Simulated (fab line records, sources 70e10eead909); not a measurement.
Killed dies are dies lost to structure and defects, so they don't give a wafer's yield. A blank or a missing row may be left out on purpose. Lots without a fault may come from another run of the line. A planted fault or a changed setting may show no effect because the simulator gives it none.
Which tool did it? | flow nand_harc | 6 lots, 17 wafers sampled, at 5 steps of a route of 1302

WHAT THE GAUGES READ, wafer by wafer
NHARC_END_SORT_01.
lot  | measured     | on        | killed_at_array
L942 | day 30 15:17 | prober-02 | 51 52

WHICH TOOL RAN EACH LOT (tool, then ch and the chambers of the sampled wafers, then the start)
lot  | NHARC_A_CONTACT_ETCH_30                       | NHARC_A_CONTACT_ETCH_134             | NHARC_A_CONTACT_ETCH_138             | NHARC_A_CONTACT_ALD_18
L928 | rie_diel-12 ch 0,1,2, day 22 21:18 or earlier | har_cap_etch-03 ch 0,1, day 22 21:18 | har_cap_etch-03 ch 0,1, day 22 22:19 | ald_metal-02 ch 0,1, day 23 00:47
L932 | rie_diel-12 ch 0,3, day 24 13:43 or earlier   | har_cap_etch-03 ch 0,1, day 24 13:43 | har_cap_etch-03 ch 0,1, day 24 14:44 | ald_metal-02 ch 1,3, day 24 16:44
L936 | rie_diel-07 ch 0,1,3, day 26 04:24 or earlier | har_cap_etch-03 ch 0,1, day 26 04:24 | har_cap_etch-03 ch 0,1, day 26 05:26 | ald_metal-01 ch 0,1, day 26 07:27
L942 | rie_diel-12 ch 1,2, day 28 13:08 or earlier   | har_cap_etch-01 ch 0, day 28 13:08   | har_cap_etch-01 ch 0, day 28 14:11   | ald_metal-02 ch 1,3, day 28 16:14
L945 | rie_diel-04 ch 0,2,3, day 30 00:28 or earlier | har_cap_etch-01 ch 0,1, day 30 00:28 | har_cap_etch-01 ch 0,1, day 30 01:29 | ald_metal-02 ch 0,1, day 30 03:28
L948 | rie_diel-12 ch 0,1, day 30 07:09 or earlier   | har_cap_etch-01 ch 0,1, day 30 07:09 | har_cap_etch-01 ch 0,1, day 30 08:10 | ald_metal-04 ch 1,2,3, day 30 10:37
- NHARC_A_CONTACT_ETCH_30: etches the open film in CF4/CHF3, target depth 72.6 nm, time 36.3 s.
- NHARC_A_CONTACT_ETCH_134: etches the open film in C4F8/O2/Ar, time 140 s, target depth 700 nm.
- NHARC_A_CONTACT_ETCH_138: etches the open film in C4F8/O2/Ar, time 311 s, target depth 1914 nm.
- NHARC_A_CONTACT_ALD_18: deposits TiN, target thk 3 nm, pulse time 1 s, ald cycles 150.

THE ANSWER, worked out from the rows above alone
Rule: what is usual is taken from the lots themselves. Put in order of their means at a reading, lots are off if they are a third of the lots or fewer, leave a main group of 4 or more, and stand apart from it by a gap of 3 or more times the standard deviation of the main group's means; of several such gaps the widest counts. A main group whose means are all the same, to the digits that the tables above print for the reading, isn't used. A lot without any number at a reading at which 4 lots or more have one is off too. The other lots that the step has rows for count as sound.
No lot is off at any reading shown: from this, nothing can be told.

WHAT THE SIMULATOR HAD PUT IN
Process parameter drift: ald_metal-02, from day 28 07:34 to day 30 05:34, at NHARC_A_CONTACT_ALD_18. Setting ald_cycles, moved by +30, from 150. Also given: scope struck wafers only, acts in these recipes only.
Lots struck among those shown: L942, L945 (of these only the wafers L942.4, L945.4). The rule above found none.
